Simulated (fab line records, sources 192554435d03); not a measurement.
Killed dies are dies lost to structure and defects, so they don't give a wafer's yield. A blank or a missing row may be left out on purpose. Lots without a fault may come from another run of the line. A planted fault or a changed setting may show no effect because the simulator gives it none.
Which tool did it? | flow n5_finfet | 9 lots, 24 wafers sampled, at 2 steps of a route of 1938

WHAT THE GAUGES READ, wafer by wafer
N5_BEOL_M4_RC_MEAS_101. Usual: DIBL_N 37.0 mV/V, standard deviation 1.7; DIBL_P 36.7 mV/V, standard deviation 2; IOFF_N 0.17 nA/um, standard deviation 0.035; IOFF_P 0.22 nA/um, standard deviation 0.035; ION_N 672 uA/um, standard deviation 12; ION_P 461 uA/um, standard deviation 7.5; SS_N 71.6 mV/dec, standard deviation 0.67; SS_P 73.4 mV/dec, standard deviation 0.64; VT_N 250 mV, standard deviation 3.5; VT_P -250 mV, standard deviation 3.5.
lot  | measured     | on        | DIBL_N (mV/V)  | DIBL_P (mV/V)  | IOFF_N (nA/um) | IOFF_P (nA/um) | ION_N (uA/um) | ION_P (uA/um) | SS_N (mV/dec)  | SS_P (mV/dec)  | VT_N (mV)   | VT_P (mV)      | flag
L743 | day 8 00:55  | prober-01 | 37.2 34.5 34.7 | 36.6 33.5 33.6 | 0.19 0.13 0.14 | 0.27 0.20 0.22 | 692 663 663   | 476 461 469   | 72.1 71.3 71.2 | 73.0 72.5 73.0 | 249 252 249 | -242 -246 -246 |
L744 | day 8 08:05  | prober-01 | 38.7 37.0 35.7 | 41.7 39.1 36.9 | 0.22 0.16 0.14 | 0.27 0.20 0.18 | 674 664 645   | 463 454 445   | 72.6 73.0 72.5 | 75.0 73.4 73.1 | 248 254 256 | -248 -251 -253 |
L745 | day 8 19:19  | prober-02 | 37.0 37.2 36.3 | 36.5 36.3 36.4 | 0.17 0.19 0.18 | 0.25 0.25 0.25 | 665 675 685   | 462 467 473   | 71.7 72.0 71.3 | 73.2 73.1 73.8 | 249 245 244 | -244 -246 -247 |
L747 | day 9 01:03  | prober-02 | 38.6 39.0 38.8 | 38.0 38.0 37.8 | 0.20 0.20 0.20 | 0.24 0.23 0.22 | 695 682 674   | 466 461 451   | 71.1 72.1 71.9 | 73.5 74.5 74.3 | 245 245 247 | -251 -250 -252 |
L750 | day 10 00:00 | prober-02 | 38.4 38.6 42.0 | 38.6 38.4 41.3 | 0.21 0.21 0.31 | 0.24 0.25 0.29 | 705 695 695   | 469 471 463   | 72.5 72.0 73.7 | 73.6 73.5 75.1 | 246 244 243 | -246 -246 -246 |
L752 | day 10 10:58 | prober-02 | 34.3 36.5 35.7 | 35.1 36.9 35.4 | 0.13 0.17 0.15 | 0.18 0.20 0.18 | 666 675 666   | 454 460 454   | 70.0 71.4 71.4 | 72.4 74.1 73.5 | 252 249 253 | -253 -253 -255 |
L759 | day 11 21:37 | prober-02 | 35.4 37.1      | 34.1 36.6      | 0.13 0.18      | 0.19 0.23      | 665 690       | 456 467       | 71.3 71.2      | 73.2 73.9      | 255 246     | -251 -247      |
L761 | day 13 08:39 | prober-01 | 39.6 37.6      | 42.4 39.3      | 0.21 0.15      | 0.29 0.22      | 678 666       | 466 452       | 72.8 72.0      | 73.9 73.6      | 247 251     | -248 -249      |
L762 | day 13 12:13 | prober-01 | 36.6 36.6      | 36.0 35.7      | 0.14 0.15      | 0.21 0.21      | 662 669       | 460 464       | 72.5 71.4      | 72.9 73.2      | 251 253     | -250 -249      |

WHICH TOOL RAN EACH LOT (tool, then ch and the chambers of the sampled wafers, then the start)
lot  | N5_SD_EPI_N_ETCH_35
L743 | rie_diel-03 ch 1,2,3, day 3 07:04
L744 | rie_diel-03 ch 2,3, day 3 14:39
L745 | rie_diel-03 ch 1,2, day 3 20:13
L747 | rie_diel-03 ch 2,3, day 4 07:50
L750 | rie_diel-03 ch 0,1, day 5 03:46
L752 | rie_diel-03 ch 1,2, day 5 19:26
L759 | rie_diel-03 ch 1,2, day 7 07:44
L761 | rie_diel-03 ch 1,2, day 7 22:05
L762 | rie_diel-03 ch 0,2, day 8 02:56
- N5_SD_EPI_N_ETCH_35: etches SOC in N2/H2, overetch 108 nm, time 486 s.

WHAT THE TOOLS THEMSELVES READ (means of the sampled wafers that have a number; where no wafer has one, the mark that the record gives instead)
N5_SD_EPI_N_ETCH_35. Usual: bias_w 133.1 W, standard deviation 0.4; drypump_motor_current_A 5.5 A, standard deviation 0.38; n2_flow_sccm 200.0 sccm, standard deviation 0.56; oes_product_au 0.69 a.u., standard deviation 0.08; rf_vpp_V 241.7 V, standard deviation 1; showerhead_plenum_p_Torr 2.62 Torr, standard deviation 0.053; throttle_valve_pct 23.82 %, standard deviation 0.26.
lot  | tool        | bias_w (W) | drypump_motor_current_A (A) | n2_flow_sccm (sccm) | oes_product_au (a.u.) | rf_vpp_V (V) | showerhead_plenum_p_Torr (Torr) | throttle_valve_pct (%) | flag
L743 | rie_diel-03 | 133.1      | 5.3                         | 199.7               | 0.64                  | 241.6        | 2.63                            | 23.88                  |
L744 | rie_diel-03 | 132.9      | 5.3                         | 200.2               | 0.65                  | 242.1        | 2.65                            | 23.84                  |
L745 | rie_diel-03 | 133.1      | 5.3                         | 200.2               | 0.63                  | 241.0        | 2.63                            | 23.80                  |
L747 | rie_diel-03 | 132.8      | 5.3                         | 200.4               | 0.65                  | 242.5        | 2.65                            | 23.84                  |
L750 | rie_diel-03 | 132.9      | 5.5                         | 200.3               | 0.83                  | 242.0        | 2.63                            | 23.58                  |
L752 | rie_diel-03 | 133.0      | 5.3                         | 200.0               | 0.75                  | 241.9        | 2.60                            | 23.64                  |
L759 | rie_diel-03 | 133.1      | 5.3                         | 199.3               | 0.71                  | 241.9        | 2.60                            | 23.70                  |
L761 | rie_diel-03 | 133.0      | 5.3                         | 200.6               | 0.69                  | 241.8        | 2.60                            | 23.71                  |
L762 | rie_diel-03 | 133.1      | 5.6                         | 199.2               | 0.70                  | 242.6        | 2.67                            | 23.72                  |

THE ANSWER, worked out from the rows above alone
Rule: a lot is off if the mean of its wafers that have a number lies more than 3 standard deviations from the usual mean. A lot without any number at a reading at which 4 lots or more have one is off too. The other lots that the step has rows for count as sound. The gauges are gone through in route order, then the tools' own readings, and for those a lot's mean is taken as printed above. The first step at which some lot is off is used, and at that step the reading that is off furthest; a lot without a number counts as furthest.
No lot is off at any reading shown: from this, nothing can be told.

WHAT THE SIMULATOR HAD PUT IN
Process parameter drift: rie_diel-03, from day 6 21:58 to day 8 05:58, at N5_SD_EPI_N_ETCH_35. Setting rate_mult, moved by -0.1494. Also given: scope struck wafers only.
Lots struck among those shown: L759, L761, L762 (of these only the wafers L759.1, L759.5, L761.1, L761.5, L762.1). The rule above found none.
